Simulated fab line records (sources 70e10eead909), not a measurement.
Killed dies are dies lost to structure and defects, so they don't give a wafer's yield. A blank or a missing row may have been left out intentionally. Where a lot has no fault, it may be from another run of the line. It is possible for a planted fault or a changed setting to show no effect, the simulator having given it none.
fab line records | flow nandHarc
record: lots: 14 | wafers: 42 | lastDay: 24
route steps=1159 shown A_BLC@982 A_M0@1013 A_M1@1026
lots untouched by any fault: they come from a run of this same line in which no faults occurred
startH: the number of hours between the record's first day and the start of the first shown wafer of the lot | waitH: hours elapsed since this lot's preceding step | " same as the row above | L1.1+2: a row that stands for several wafers | - no value present, or no start provided | * or withheld: withheld | < > ~ a bound
route shown NAME@n: NAME is a module with steps in the file, n the number in the route of the first one | usual: mean/standard deviation taken from wafers without a fault | same: alike in all rows | chamber/n: place in a boat | sites: the reading at each site | _std_site: standard deviation across them | _edge_site: mean of outer sites minus mean of inner sites | radiusMm: how far each site lies from the wafer's centre | mask NAME#n: copy n | behind: the last tool/chamber to shape the wafer | hold: why the lot went on hold/how many hours it stayed there/how the hold came to an end | device: names the non-switching transistor (n, p or np) | end of line: tests run on the same wafers once the route is complete | a step with no rows: only its recipe | killed: dies lost to structure and defects at the first sort, not the wafer's yield | map: a wafer's dies, marking killed ones x, the rest . and places with no die _
set.NAME: the setting as run; set.NAME@STEP: as run at that earlier step | model.NAME: the simulator's own value behind a step, which no gauge read
route steps across a sampled set of lots; one table per step, one row per wafer
services: the hour from which a tool's chamber was out of use, counted from the record's first day as startH (under 0 if before that day), plus the number of hours and why
== steps ==
step: NHARC_A_BLC_STRIP_29
recipe: cf4FlowSccm: 150 | arFlowSccm: 0 | biasW: 0 | chemistry: CF4
usual: drypumpMotorCurrentA: 5.7/0.31 | oesProductAu: 1.000/0.0087 | rfVppV: 59.4/0.81 | showerheadPlenumPTorr: 1.74/0.066 | throttleValvePct: 13.284/0.0082
same: biasW: 0
lot.wafer | tool       | chamber | startH | waitH | drypumpMotorCurrentA | oesProductAu | rfHoursCounterH | rfVppV | showerheadPlenumPTorr | throttleValvePct
L190.3    | rieDiel-08 | 3       | 411.42 | 0.1   | 6.2                  | 0.984        | 10              | 59.1   | 1.73                  | 13.277
L190.2    | "          | 2       | "      | "     | 5.1                  | 0.988        | 8               | 59.6   | 1.82                  | 13.281
L190.5    | "          | 0       | "      | "     | 5.7                  | 0.997        | -               | 59.8   | 1.74                  | 13.281
L192.2    | rieDiel-08 | 3       | 419.65 | 0.1   | 6.2                  | 0.987        | 12              | 58.4   | 1.73                  | 13.276
L192.5    | "          | 0       | "      | "     | 5.7                  | 0.998        | -               | 59.6   | 1.74                  | 13.286
L192.6    | "          | 1       | "      | "     | 5.8                  | 0.996        | -               | 61.1   | 1.88                  | 13.264
L193.4    | rieDiel-08 | 0       | 428.62 | 0.1   | 5.7                  | 1.011        | 11              | 59.2   | 1.74                  | 13.263
L193.3    | "          | 2       | "      | "     | 5.1                  | 1.002        | 9               | 59.5   | 1.82                  | 13.286
L193.5    | "          | 0       | "      | "     | 5.7                  | 1.013        | -               | 60.7   | 1.74                  | 13.280
L194.4    | rieDiel-11 | 1       | 434.44 | 0.1   | 6.1                  | 1.014        | 7               | 57.8   | 1.73                  | 13.283
L194.1    | "          | 3       | "      | "     | 5.7                  | 1.003        | 8               | 57.3   | 1.68                  | 13.301
L194.5    | "          | 1       | "      | "     | 6.1                  | 1.006        | -               | 58.9   | 1.73                  | 13.288
L195.2    | rieDiel-08 | 0       | 440.44 | 0.1   | 5.7                  | 1.007        | 13              | 59.0   | 1.74                  | 13.278
L195.4    | "          | 2       | "      | "     | 5.1                  | 0.991        | 10              | 59.8   | 1.82                  | 13.280
L195.6    | "          | 0       | "      | "     | 5.7                  | 1.000        | -               | 59.2   | 1.74                  | 13.291
L197.3    | rieDiel-08 | 3       | 462.43 | 0.1   | 6.2                  | 0.997        | 15              | 58.9   | 1.73                  | 13.263
L197.6    | "          | 0       | "      | "     | 5.7                  | 1.000        | -               | 59.5   | 1.74                  | 13.288
L197.5    | "          | 1       | "      | "     | 5.8                  | 0.993        | -               | 60.4   | 1.87                  | 13.278
L201.2    | rieDiel-11 | 1       | 474.83 | 0.1   | 6.2                  | 0.992        | 12              | 60.0   | 1.73                  | 13.281
L201.3    | "          | 3       | "      | "     | 5.6                  | 1.009        | 14              | 58.4   | 1.68                  | 13.276
L201.1    | "          | 0       | "      | "     | 5.5                  | 0.991        | 12              | 59.4   | 1.67                  | 13.290
L200.2    | rieDiel-11 | 3       | 475.72 | 0.1   | 5.6                  | 1.023        | 14              | 58.5   | 1.68                  | 13.290
L200.4    | "          | 1       | "      | "     | 6.1                  | 1.003        | 12              | 58.5   | 1.73                  | 13.294
L200.5    | "          | 3       | "      | "     | 5.6                  | 1.005        | -               | 58.3   | 1.68                  | 13.282
L202.2    | rieDiel-04 | 1       | 491.20 | 0.1   | 5.1                  | 1.002        | 6               | 59.1   | 1.67                  | 13.271
L202.4    | "          | 0       | "      | "     | 5.7                  | 1.000        | 7               | 58.8   | 1.71                  | 13.298
L202.5    | "          | 2       | "      | "     | 5.7                  | 0.993        | -               | 60.3   | 1.79                  | 13.294
L203.3    | rieDiel-04 | 0       | 492.09 | 0.1   | 5.7                  | 1.004        | 7               | 60.3   | 1.71                  | 13.275
L203.4    | "          | 1       | "      | "     | 5.1                  | 0.996        | 6               | 59.3   | 1.67                  | 13.286
L203.6    | "          | 0       | "      | "     | 5.7                  | 1.001        | -               | 59.8   | 1.71                  | 13.278
L205.2    | rieDiel-11 | 0       | 504.41 | 0.1   | 5.5                  | 0.998        | 16              | 59.6   | 1.67                  | 13.278
L205.1    | "          | 2       | "      | "     | 5.6                  | 1.003        | 18              | 59.7   | 1.75                  | 13.273
L205.5    | "          | 1       | "      | "     | 6.1                  | 1.007        | -               | 59.5   | 1.73                  | 13.268
L206.4    | rieDiel-11 | 1       | 514.10 | 0.1   | 6.1                  | 1.001        | 17              | 59.4   | 1.73                  | 13.292
L206.1    | "          | 2       | "      | "     | 5.6                  | 1.004        | 18              | 58.8   | 1.75                  | 13.275
L206.3    | "          | 3       | "      | "     | 5.7                  | 1.019        | 19              | 59.4   | 1.68                  | 13.273
L209.2    | rieDiel-11 | 3       | 524.50 | 0.1   | 5.6                  | 1.011        | 19              | 57.7   | 1.68                  | 13.287
L209.6    | "          | 3       | "      | "     | 5.6                  | 1.014        | -               | 58.2   | 1.68                  | 13.281
L209.5    | "          | 0       | "      | "     | 5.5                  | 0.998        | -               | 58.8   | 1.67                  | 13.279
L210.1    | rieDiel-11 | 3       | 535.73 | 0.1   | 5.6                  | 1.023        | 21              | 59.7   | 1.68                  | 13.282
L210.3    | "          | 1       | "      | "     | 6.1                  | 1.007        | 20              | 58.8   | 1.73                  | 13.291
L210.5    | "          | 3       | "      | "     | 5.7                  | 1.018        | -               | 59.0   | 1.68                  | 13.290
step: NHARC_A_M0_DEGAS_28
recipe: tempC: 250 | timeS: 60
usual: heaterPowerW: 329/24 | susceptorTempC: 250.01/0.17
lot.wafer | tool          | chamber | startH | waitH | heaterPowerW | susceptorTempC
L190.2    | pvdSputter-01 | -       | 415.50 | -     | 331          | 250.17
L190.3    | "             | -       | "      | "     | 330          | 249.90
L190.5    | "             | -       | "      | "     | 310          | 249.99
L192.2    | pvdSputter-02 | -       | 424.02 | -     | 316          | 250.12
L192.6    | "             | -       | "      | "     | 314          | 250.06
L192.5    | "             | -       | "      | "     | 335          | 250.07
L193.3    | pvdSputter-02 | -       | 433.47 | -     | 308          | 250.13
L193.4    | "             | -       | "      | "     | 336          | 249.91
L193.5    | "             | -       | "      | "     | 291          | 250.31
L194.4    | pvdSputter-03 | -       | 440.48 | -     | 335          | 249.93
L194.1    | "             | -       | "      | "     | 303          | 250.16
L194.5    | "             | -       | "      | "     | 345          | 250.05
L195.2    | pvdSputter-01 | -       | 445.90 | -     | 324          | 250.03
L195.4    | "             | -       | "      | "     | 385          | 249.85
L195.6    | "             | -       | "      | "     | 345          | 250.14
L197.3    | pvdSputter-02 | -       | 474.31 | -     | 316          | 250.00
L197.5    | "             | -       | "      | "     | 339          | 249.94
L197.6    | "             | -       | "      | "     | 302          | 250.02
L201.1    | pvdSputter-02 | -       | 479.07 | -     | 312          | 249.63
L201.2    | "             | -       | "      | "     | 326          | 250.17
L201.3    | "             | -       | "      | "     | 303          | 250.00
L200.4    | pvdSputter-02 | -       | 479.76 | -     | 331          | 249.83
L200.2    | "             | -       | "      | "     | 311          | 250.26
L200.5    | "             | -       | "      | "     | 325          | 250.25
L202.4    | pvdSputter-03 | -       | 501.63 | -     | 322          | 249.75
L202.2    | "             | -       | "      | "     | 305          | 249.96
L202.5    | "             | -       | "      | "     | 346          | 250.24
L203.3    | pvdSputter-03 | -       | 501.99 | -     | 317          | 250.09
L203.4    | "             | -       | "      | "     | 342          | 249.88
L203.6    | "             | -       | "      | "     | 363          | 249.94
L205.2    | pvdSputter-03 | -       | 514.62 | -     | 338          | 250.14
L205.1    | "             | -       | "      | "     | 355          | 249.99
L205.5    | "             | -       | "      | "     | 305          | 250.10
L206.4    | pvdSputter-03 | -       | 518.50 | -     | 321          | 250.11
L206.1    | "             | -       | "      | "     | 340          | 250.16
L206.3    | "             | -       | "      | "     | 351          | 249.64
L209.2    | pvdSputter-01 | -       | 528.70 | -     | 310          | 249.73
L209.5    | "             | -       | "      | "     | 374          | 250.07
L209.6    | "             | -       | "      | "     | 316          | 249.64
L210.3    | pvdSputter-03 | -       | 539.73 | -     | 355          | 250.20
L210.1    | "             | -       | "      | "     | 316          | 250.06
L210.5    | "             | -       | "      | "     | 355          | 250.10
step: NHARC_A_M0_ANNEAL_30
recipe: tempC: 225 | timeS: 90
usual: wafer_temp_C_max: 225.92/0.25
lot.wafer | tool         | chamber | startH | waitH | wafer_temp_C_max
L190.2    | rtpAnneal-02 | 0       | 416.27 | -     | 225.79
L190.3    | "            | 0       | "      | "     | 225.69
L190.5    | "            | 0       | "      | "     | 225.64
L192.2    | rtpAnneal-01 | 0       | 424.79 | 0.4   | 226.10
L192.5    | "            | 0       | "      | "     | 225.86
L192.6    | "            | 0       | "      | "     | 225.98
L193.3    | rtpAnneal-01 | 0       | 434.54 | -     | 225.91
L193.4    | "            | 0       | "      | "     | 225.98
L193.5    | "            | 0       | "      | "     | 226.32
L194.1    | rtpAnneal-01 | 0       | 441.21 | 0.3   | 225.92
L194.4    | "            | 0       | "      | "     | 225.83
L194.5    | "            | 0       | "      | "     | 225.51
L195.2    | rtpAnneal-01 | 0       | 446.72 | -     | 225.79
L195.4    | "            | 0       | "      | "     | 225.88
L195.6    | "            | 0       | "      | "     | 225.82
L197.3    | rtpAnneal-02 | 0       | 475.17 | 0.3   | 225.90
L197.5    | "            | 0       | "      | "     | 225.62
L197.6    | "            | 0       | "      | "     | 225.82
L201.1    | rtpAnneal-01 | 0       | 479.82 | 0.3   | 225.95
L201.2    | "            | 0       | "      | "     | 226.44
L201.3    | "            | 0       | "      | "     | 225.85
L200.2    | rtpAnneal-01 | 0       | 480.54 | 0.4   | 226.06
L200.4    | "            | 0       | "      | "     | 226.21
L200.5    | "            | 0       | "      | "     | 226.40
L202.2    | rtpAnneal-01 | 0       | 502.66 | -     | 225.87
L202.4    | "            | 0       | "      | "     | 226.14
L202.5    | "            | 0       | "      | "     | 226.20
L203.3    | rtpAnneal-01 | 0       | 503.02 | -     | 225.99
L203.4    | "            | 0       | "      | "     | 226.18
L203.6    | "            | 0       | "      | "     | 226.06
L205.1    | rtpAnneal-02 | 0       | 515.35 | -     | 225.90
L205.2    | "            | 0       | "      | "     | 226.23
L205.5    | "            | 0       | "      | "     | 225.63
L206.1    | rtpAnneal-02 | 0       | 519.25 | 0.3   | 225.24
L206.3    | "            | 0       | "      | "     | 225.87
L206.4    | "            | 0       | "      | "     | 225.72
L209.2    | rtpAnneal-02 | 0       | 529.48 | -     | 225.92
L209.5    | "            | 0       | "      | "     | 225.86
L209.6    | "            | 0       | "      | "     | 225.48
L210.1    | rtpAnneal-01 | 0       | 540.49 | 0.3   | 226.20
L210.3    | "            | 0       | "      | "     | 225.66
L210.5    | "            | 0       | "      | "     | 225.92
step: NHARC_A_M1_DEP_00
recipe: targetThkA: 1825 | targetThkNm: 182.5 | tempC: withheld | pressureTorr: 5 | flowSccm: 200 | rfW: 600 | material: SiOC
usual: chamberPressureTorr: 5.000/0.011 | rfFwdPowerW: 599.1/1.9
lot.wafer | tool     | chamber | startH | waitH | chamberPressureTorr | rfFwdPowerW
L190.2    | pecvd-02 | 1       | 417.60 | -     | 4.987               | 599.6
L190.3    | "        | 2       | "      | "     | 4.979               | 598.5
L190.5    | "        | 1       | "      | "     | 5.009               | 598.1
L192.2    | pecvd-04 | 0       | 426.12 | -     | 5.008               | 601.0
L192.6    | "        | 0       | "      | "     | 5.014               | 597.5
L192.5    | "        | 2       | "      | "     | 5.002               | 599.1
L193.3    | pecvd-02 | 2       | 435.94 | -     | 4.996               | 597.4
L193.4    | "        | 0       | "      | "     | 5.006               | 597.8
L193.5    | "        | 1       | "      | "     | 5.002               | 599.4
L194.1    | pecvd-02 | 0       | 443.15 | -     | -                   | -
L194.4    | "        | 0       | "      | "     | -                   | -
L194.5    | "        | 1       | "      | "     | -                   | -
L195.2    | pecvd-01 | 0       | 448.17 | -     | -                   | -
L195.6    | "        | 1       | "      | "     | -                   | -
L195.4    | "        | 2       | "      | "     | -                   | -
L197.3    | pecvd-02 | 2       | 476.51 | -     | 4.992               | 597.4
L197.5    | "        | 2       | "      | "     | 4.988               | 598.6
L197.6    | "        | 0       | "      | "     | 4.989               | 599.7
L201.1    | pecvd-02 | 0       | 481.17 | -     | 5.004               | 599.2
L201.3    | "        | 1       | "      | "     | 5.001               | 595.8
L201.2    | "        | 2       | "      | "     | 5.000               | 599.5
L200.2    | pecvd-04 | 2       | 481.96 | -     | 4.992               | 598.3
L200.5    | "        | 0       | "      | "     | 5.016               | 602.0
L200.4    | "        | 2       | "      | "     | 4.984               | 597.1
L202.2    | pecvd-01 | 1       | 504.22 | -     | 4.997               | 599.8
L202.4    | "        | 2       | "      | "     | 4.995               | 598.4
L202.5    | "        | 0       | "      | "     | 5.002               | 598.3
L203.3    | pecvd-02 | 1       | 504.30 | -     | 5.006               | 596.7
L203.4    | "        | 1       | "      | "     | 4.992               | 599.8
L203.6    | "        | 2       | "      | "     | 4.998               | 598.1
L205.1    | pecvd-04 | 0       | 517.43 | -     | 5.006               | 596.4
L205.2    | "        | 1       | "      | "     | 4.999               | 598.5
L205.5    | "        | 0       | "      | "     | 5.005               | 596.9
L206.1    | pecvd-04 | 1       | 521.00 | 0.4   | 4.995               | 598.5
L206.3    | "        | 0       | "      | "     | 4.994               | 602.1
L206.4    | "        | 0       | "      | "     | 5.016               | 599.1
L209.2    | pecvd-01 | 1       | 530.87 | -     | 4.990               | 600.7
L209.5    | "        | 2       | "      | "     | 4.986               | 598.7
L209.6    | "        | 1       | "      | "     | 4.992               | 601.9
L210.3    | pecvd-04 | 2       | 541.86 | -     | 5.003               | 598.8
L210.1    | "        | 0       | "      | "     | 4.991               | 601.8
L210.5    | "        | 0       | "      | "     | 4.998               | 600.3
== services ==
tool          | chamber | startH | hours | kind
pvdSputter-02 | -       | 392.00 | 10.0  | pm
rieDiel-08    | 2       | 395.83 | 6.4   | repair
rieDiel-11    | 0       | 400.17 | -     | clean
rieDiel-11    | 1       | 400.17 | -     | clean
rieDiel-11    | 2       | 400.17 | -     | clean
rieDiel-11    | 3       | 400.17 | -     | clean
rieDiel-08    | 2       | 415.80 | 8.3   | repair
pecvd-01      | -       | 418.18 | 13.0  | pm
rieDiel-11    | 0       | 424.69 | -     | clean
pvdSputter-03 | -       | 431.98 | 2.8   | repair
pvdSputter-01 | -       | 432.26 | 2.1   | repair
pvdSputter-01 | -       | 453.29 | 1.1   | repair
pvdSputter-03 | -       | 458.00 | 10.0  | pm
rieDiel-04    | -       | 466.15 | 9.0   | pm
rieDiel-08    | -       | 478.81 | 9.0   | pm
pvdSputter-03 | -       | 489.02 | 4.4   | repair
pvdSputter-01 | -       | 507.57 | 6.3   | repair
pecvd-01      | 0       | 513.66 | 10.5  | repair
pvdSputter-01 | -       | 514.07 | 10.0  | pm
rieDiel-11    | 3       | 515.69 | 4.0   | repair
pecvd-02      | -       | 515.78 | 13.0  | pm
rieDiel-04    | 2       | 522.31 | 5.4   | repair
pecvd-02      | 1       | 530.97 | 3.9   | repair
pvdSputter-01 | -       | 539.15 | 4.2   | repair
== key ==
firstSign: step: NHARC_A_M1_DEP_00 | reading: toolRecord | direction: missing
effect none on later readings
metAt NHARC_A_M1_DEP_00
struckLots L194,L195
laterRowsLeftOut L194.1,L194.4,L194.5,L195.2,L195.4,L195.6
sortLeftOut L194.1,L194.4,L194.5,L195.2,L195.4,L195.6
notActingAt NHARC_A_BLC_STRIP_29,NHARC_A_M0_DEGAS_28,NHARC_A_M0_ANNEAL_30
onsetBetween 435.94 443.15
earlierFault: kind: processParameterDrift | tool: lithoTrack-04 | chamber: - | onsetH: 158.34 | steps: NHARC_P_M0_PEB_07 | channel: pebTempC | offset: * | shape: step | actsIn: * | stated: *
fault: kind: skippedStepWhole | tool: pecvd-01,pecvd-02 | chamber: - | onsetH: 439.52 | steps: NHARC_A_M1_DEP_00 | scope: struckLotsOnly
sortLeftOut: the simulated sort isn't trusted on such a fault, so these wafers' sort isn't shown, and their yield isn't known
laterRowsLeftOut: the simulator's readings of these wafers behind a module that went badly wrong aren't trusted and aren't shown, but for the sort
